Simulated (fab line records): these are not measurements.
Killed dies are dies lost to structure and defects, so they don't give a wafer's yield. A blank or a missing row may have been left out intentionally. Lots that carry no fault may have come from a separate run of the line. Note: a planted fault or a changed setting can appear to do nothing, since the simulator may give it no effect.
Which tool is to blame? ; flow nand-harc ; 7 lots with 21 wafers sampled at 5 steps, on a route of 1302 steps

== WHAT THE GAUGES SHOWED, per wafer ==
NHARC_P_BONDPAD_THK_MEAS_20: measures by xrf.
lot;measured;on;thk-nm (nm)
L603;day 7 03:17;film-metro-01;164.5 161.9 163.1
L608;day 9 13:23;film-metro-02;158.7 161.5 161.5
L610;day 9 23:25;film-metro-02;162.8 160.9 159.2
L612;day 10 20:34;film-metro-02;160.4 159.0 159.7
L614;day 11 16:07;film-metro-01;161.7 159.7 160.0
L616;day 12 15:23;film-metro-01;158.1 160.6 158.6
L623;day 15 15:37;film-metro-01;123.7 129.5 158.3

== WHICH TOOL RAN EACH LOT (tool, then ch and the chambers of the sampled wafers, then the start) ==
lot;NHARC_P_BONDPAD_DESCUM_11;NHARC_P_BONDPAD_PVD_27;NHARC_P_BONDPAD_ECD_18;NHARC_P_BONDPAD_ANNEAL_28
L603;rie-diel-02 ch 0,3, day 7 00:57;pvd-sputter-01, day 7 02:24 or earlier;ecd-cu-02 ch 0,1, day 7 02:24;rtp-anneal-01 ch 0, day 7 02:47
L608;rie-diel-09 ch 0,2,3, day 9 11:03;pvd-sputter-02, day 9 12:29 or earlier;ecd-cu-01 ch 0,1, day 9 12:29;rtp-anneal-02 ch 0, day 9 12:52
L610;rie-diel-02 ch 0,1,2, day 9 21:06;pvd-sputter-02, day 9 22:26 or earlier;ecd-cu-02 ch 0, day 9 22:26;rtp-anneal-01 ch 0, day 9 22:46
L612;rie-diel-11 ch 0,2,3, day 10 18:13;pvd-sputter-03, day 10 19:34 or earlier;ecd-cu-01 ch 0,1, day 10 19:34;rtp-anneal-01 ch 0, day 10 19:56
L614;rie-diel-02 ch 0,1,2, day 11 13:47;pvd-sputter-03, day 11 15:04 or earlier;ecd-cu-01 ch 0,1, day 11 15:04;rtp-anneal-02 ch 0, day 11 15:27
L616;rie-diel-02 ch 0,1, day 12 13:03;pvd-sputter-02, day 12 14:23 or earlier;ecd-cu-01 ch 0,1, day 12 14:23;rtp-anneal-01 ch 0, day 12 14:46
L623;rie-diel-02 ch 2,3, day 15 13:15;pvd-sputter-01, day 15 14:32 or earlier;ecd-cu-02 ch 0,1, day 15 14:32;rtp-anneal-02 ch 0, day 15 14:57
- NHARC_P_BONDPAD_DESCUM_11: chemistry O2, time 3 s.
- NHARC_P_BONDPAD_PVD_27: deposits Cu, target thk 30 nm, time 20.49 s.
- NHARC_P_BONDPAD_ECD_18: material Cu, target thk 400 nm.
- NHARC_P_BONDPAD_ANNEAL_28: time 90 s.

== THE ANSWER, worked out from the rows above alone ==
Rule: the usual values come from the lots themselves. Put in order of their means at a reading, lots are off if they are a third of the lots or fewer, leave a main group of 4 or more, and stand apart from it by a gap of 3 or more times the standard deviation of the main group's means; of several such gaps the widest counts. A main group whose means are all the same, to the digits that the tables above print for the reading, isn't used. A lot without any number at a reading at which 4 lots or more have one is off too. All remaining lots with rows at the step are treated as sound.
Off: L623, at NHARC_P_BONDPAD_THK_MEAS_20 (thk-nm). For the main group the mean is 160.7 nm and the standard deviation 1.3.
If a tool, at a process step before that reading, ran all the lots that are off and no sound lot after the first of them, it fits. Those tools and the gauges at NHARC_P_BONDPAD_THK_MEAS_20 are tried in the same way. With no start given for some of its lots, NHARC_P_BONDPAD_PVD_27 uses the hours and lot order of NHARC_P_BONDPAD_ECD_18. Can't be told from this: 5 tools fit, rie-diel-02 at NHARC_P_BONDPAD_DESCUM_11, pvd-sputter-01 at NHARC_P_BONDPAD_PVD_27, ecd-cu-02 at NHARC_P_BONDPAD_ECD_18, rtp-anneal-02 at NHARC_P_BONDPAD_ANNEAL_28, film-metro-01 at NHARC_P_BONDPAD_THK_MEAS_20.

== WHAT THE SIMULATOR PUT IN ==
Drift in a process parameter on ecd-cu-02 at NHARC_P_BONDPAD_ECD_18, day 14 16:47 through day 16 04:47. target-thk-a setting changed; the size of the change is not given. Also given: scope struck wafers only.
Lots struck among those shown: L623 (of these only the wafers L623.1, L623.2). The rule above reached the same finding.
